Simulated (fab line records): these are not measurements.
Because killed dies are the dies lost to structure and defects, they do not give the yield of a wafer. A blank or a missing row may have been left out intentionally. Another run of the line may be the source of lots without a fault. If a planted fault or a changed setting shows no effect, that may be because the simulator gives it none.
Matching of chambers | flow n5-finfet | rie-si-05 running N5_FIN_CUT_CUT_ETCH_28: 4 sister chambers
The step etches Si in HBr/Cl2/O2, target depth 6 nm, time 2.4 s. 4 wafers are shown with their chamber, then 7 later ones without.

WAFERS PAIRED WITH THEIR CHAMBERS
wafer  | chamber | throttle-valve-pct (%)
L087.2 | 0       | 36.9
L087.5 | 1       | 37.4
L093.1 | 3       | 37.7
L093.5 | 2       | 37.2

WAFERS WHOSE CHAMBER IS MISSING
wafer  | throttle-valve-pct (%)
L093.6 | 37.4
L095.2 | 36.9
L095.3 | 37.2
L095.5 | 37.1
L097.1 | 37.1
L097.2 | 37.8
L097.4 | 37.4

WHICH CHAMBER EACH ONE RAN IN
wafer  | from the rows above     | in truth
L093.6 | 1                       | 1
L095.2 | 0                       | 0
L095.3 | 2                       | 2
L095.5 | can't be placed: 2 or 0 | 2
L097.1 | can't be placed: 2 or 0 | 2
L097.2 | 3                       | 3
L097.4 | 1                       | 1
5 of 7 placed correctly. These rows do not allow placing 2 (true chamber among the candidates in 2). Placed wrongly: 0.
How it was worked out, from the rows above alone: a wafer's distance from a chamber is the root of the sum, over the readings, of the square of ((its reading less the chamber's mean) divided by the reading's scatter). If the next closest chamber is less than 2 further off than the closest, the wafer can't be placed; otherwise it belongs to the closest. For every chamber, the mean is computed from those of its wafers that are shown. The scatter: with one shown wafer a chamber, the root of the mean of the squares of how far each hidden wafer lies from its nearest shown one.
